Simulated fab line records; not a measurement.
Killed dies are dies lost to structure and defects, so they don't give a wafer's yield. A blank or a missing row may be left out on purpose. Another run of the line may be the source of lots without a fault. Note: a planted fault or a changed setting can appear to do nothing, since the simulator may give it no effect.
What tool caused it? -- flow nandHarc -- 36 wafers from 12 lots sampled at 6 of the route's 1302 steps

== WHAT THE GAUGES READ, wafer by wafer ==
NHARC_A_ONON_D2_THK_MEAS_02: measures by ellipsometry.
lot,measured,on,thkNm (nm)
L146,day 12 15:39,filmMetro-02,1004 1004 1003
L148,day 13 09:19,filmMetro-02,994 994 994
L149,day 13 21:13,filmMetro-02,1000 1000 1000
L150,day 13 21:13,filmMetro-01,992 993 994
L151,day 14 21:22,filmMetro-01,991 989 988
L152,day 14 21:23,filmMetro-02,1017 1015 1017
L153,day 15 09:42,filmMetro-02,991 992 991
L157,day 16 22:26,filmMetro-01,1003 1004 1005
L158,day 17 08:01,filmMetro-02,1013 1011 1012
L165,day 20 01:17,filmMetro-02,1001 999 1002
L166,day 21 00:49,filmMetro-02,1009 1008 1009
L169,day 22 05:05,filmMetro-01,991 992 993

NHARC_A_ONON_D2_THK_MEAS_08: measures by ellipsometry.
lot,measured,on,thkNm (nm)
L146,day 12 16:47,filmMetro-01,996 996 995
L148,day 13 10:28,filmMetro-02,981 977 981
L149,day 13 22:20,filmMetro-02,1006 1004 1004
L150,day 13 22:28,filmMetro-02,990 990 990
L151,day 14 22:29,filmMetro-01,1003 1002 1004
L152,day 14 22:31,filmMetro-02,982 982 981
L153,day 15 10:50,filmMetro-01,1010 1010 1011
L157,day 16 23:35,filmMetro-01,997 995 996
L158,day 17 09:08,filmMetro-02,988 986 987
L165,day 20 02:25,filmMetro-02,1014 1015 1014
L166,day 21 01:57,filmMetro-02,1003 1004 1002
L169,day 22 06:14,filmMetro-02,993 995 995

NHARC_A_ONON_D2_THK_MEAS_21: measures by ellipsometry.
lot,measured,on,thkNm (nm)
L146,day 13 01:54,filmMetro-02,995 995 996
L148,day 13 20:25,filmMetro-02,999 998 999
L149,day 14 10:52,filmMetro-01,1007 1008 1007
L150,day 14 11:01,filmMetro-02,1007 1005 1008
L151,day 15 08:54,filmMetro-01,993 993 992
L152,day 15 08:55,filmMetro-02,1007 1009 1010
L153,day 15 21:13,filmMetro-01,987 990 987
L157,day 17 09:20,filmMetro-02,1074 1075 1074 1075 1074 1075
L158,day 17 18:36,filmMetro-02,1077 1076 1076 1075 1076 1078
L165,day 20 13:23,filmMetro-02,1009 1010 1010
L166,day 21 11:40,filmMetro-02,987 986 988
L169,day 22 15:41,filmMetro-02,1016 1017 1018

NHARC_END_SORT_01.
lot,measured,on,killedAtArray,killedAtOther,killedAtPeriphery,killedDies,killedOpen,killedShort
L146,day 24 10:02,prober-01,51 57 51,0 1 0,1 0 2,52 58 53,0 1 1,2 2 3
L148,day 25 03:41,prober-01,35 40 46,0 0 0,4 6 7,39 46 53,4 4 2,2 1 3
L149,day 25 13:17,prober-01,23 26 22,0 1 1,5 10 3,28 37 26,2 6 2,5 1 1
L150,day 25 14:04,prober-02,96 83 77,0 0 0,2 3 3,98 86 80,2 2 3,3 2 2
L151,day 26 17:33,prober-02,77 85 82,2 1 1,3 0 2,82 86 85,2 2 4,1 2 5
L152,day 26 15:54,prober-01,24 21 21,0 0 0,3 4 2,27 25 23,5 2 2,0 2 3
L153,day 28 01:18,prober-01,70 60 71,2 1 1,3 1 3,75 62 75,3 1 3,3 1 1
L157,day 28 07:37,prober-01,22 28 22,2 0 2,6 3 2,30 31 26,4 1 2,1 2 3
L158,day 30 19:02,prober-02,57 47 51,1 5 0,3 1 2,61 53 53,3 3 2,7 2 3
L165,day 32 06:02,prober-01,78 68 82,2 1 1,2 3 7,82 72 90,6 2 8,6 2 4
L166,day 33 03:47,prober-02,59 59 55,0 0 1,4 2 2,63 61 58,4 3 5,1 1 1
L169,day 34 02:43,prober-01,45 39 41,0 0 1,3 3 2,48 42 44,1 0 2,3 2 2

== EACH LOT AND THE TOOL THAT RAN IT (in order: tool; ch and the chambers of the sampled wafers; start) ==
lot,NHARC_A_ONON_D2_DEP_19,NHARC_A_ONON_D2_DEP_33
L146,"pecvdOnon-04 ch 0, day 13 01:23","pecvd-04 ch 0,1,2, day 13 03:40"
L148,"pecvdOnon-04 ch 0, day 13 19:58","pecvd-02 ch 0,1, day 13 22:13"
L149,"pecvdOnon-02 ch 0, day 14 10:22","pecvd-02 ch 0,1, day 14 12:43"
L150,"pecvdOnon-03 ch 0, day 14 10:34","pecvd-02 ch 0,1,2, day 14 12:57"
L151,"pecvdOnon-04 ch 0, day 15 08:31","pecvd-02 ch 0,1, day 15 10:45"
L152,"pecvdOnon-02 ch 0, day 15 08:25","pecvd-04 ch 0,2, day 15 10:42"
L153,"pecvdOnon-03 ch 0, day 15 20:49","pecvd-02 ch 0,1,2, day 15 23:01"
L157,"pecvdOnon-03 ch 0, day 17 08:50","pecvd-04 ch 0,1,2, day 17 14:22"
L158,"pecvdOnon-03 ch 0, day 17 18:08","pecvd-02 ch 0,1,2, day 18 13:11"
L165,"pecvdOnon-02 ch 0, day 20 12:56","pecvd-04 ch 0,1, day 20 15:15"
L166,"pecvdOnon-03 ch 0, day 21 11:09","pecvd-04 ch 0,2, day 21 13:48"
L169,"pecvdOnon-02 ch 0, day 22 15:14","pecvd-04 ch 0,2, day 22 17:29"
- NHARC_A_ONON_D2_DEP_19: target thk 1000 nm.
- NHARC_A_ONON_D2_DEP_33: deposits SiO2, target thk 200 nm.

== AS READ BY THE TOOLS THEMSELVES (means over the sampled wafers that have a number; for cases with no such wafer, the mark the record gives instead) ==
NHARC_A_ONON_D2_DEP_19.
lot,tool,susceptorTempC (C)
L146,pecvdOnon-04,399.93
L148,pecvdOnon-04,400.02
L149,pecvdOnon-02,400.16
L150,pecvdOnon-03,400.36
L151,pecvdOnon-04,400.02
L152,pecvdOnon-02,399.92
L153,pecvdOnon-03,400.02
L157,pecvdOnon-03,399.84
L158,pecvdOnon-03,400.09
L165,pecvdOnon-02,399.99
L166,pecvdOnon-03,400.07
L169,pecvdOnon-02,400.12

NHARC_A_ONON_D2_DEP_33.
lot,tool,chamberPressureTorr (Torr),heaterPowerOuterW (W),heaterPowerW (W),susceptorTempC (C),throttleValvePct (%)
L146,pecvd-04,6.500,319,591,400.03,16.6
L148,pecvd-02,6.492,360,604,400.27,16.0
L149,pecvd-02,6.501,289,537,400.17,15.7
L150,pecvd-02,6.524,297,565,399.99,16.0
L151,pecvd-02,6.514,329,585,399.83,15.9
L152,pecvd-04,6.508,317,627,400.04,16.4
L153,pecvd-02,6.507,306,566,400.04,16.2
L157,pecvd-04,6.507,318,579,400.11,16.8
L158,pecvd-02,6.500,282,536,399.86,16.2
L165,pecvd-04,6.499,360,654,400.06,16.5
L166,pecvd-04,6.482,316,566,399.99,16.2
L169,pecvd-04,6.500,357,674,400.24,16.4

== THE ANSWER, worked out from the rows above alone ==
Rule: the usual values come from the lots themselves. The widest of any qualifying gaps counts: lots, ordered by their means at a reading, are off when they make up no more than a third of the lots, leave a main group of 4 or more, and stand apart from it by 3 or more times the standard deviation of that group's means. If all means in a main group match to the digits the tables above print for the reading, that group is not used. A lot without any number at a reading at which 4 lots or more have one is off too. Any other lot the step has rows for is counted as sound. First the gauges in route order, then the tools' own readings, where a lot's mean is used as printed above. The first step at which some lot is off is used, and at that step the reading that is off furthest; a lot without a number counts as furthest.
Off at NHARC_A_ONON_D2_THK_MEAS_21 (thkNm): L157, L158. The main group has a mean of 1001 nm with a standard deviation of 9.7.
A tool fits if, at a process step before that reading, it ran every lot that is off, and no sound lot after the first of them. The gauges at NHARC_A_ONON_D2_THK_MEAS_21 are tried like those tools. Of those tried, none fits.

== WHAT THE SIMULATOR PUT IN ==
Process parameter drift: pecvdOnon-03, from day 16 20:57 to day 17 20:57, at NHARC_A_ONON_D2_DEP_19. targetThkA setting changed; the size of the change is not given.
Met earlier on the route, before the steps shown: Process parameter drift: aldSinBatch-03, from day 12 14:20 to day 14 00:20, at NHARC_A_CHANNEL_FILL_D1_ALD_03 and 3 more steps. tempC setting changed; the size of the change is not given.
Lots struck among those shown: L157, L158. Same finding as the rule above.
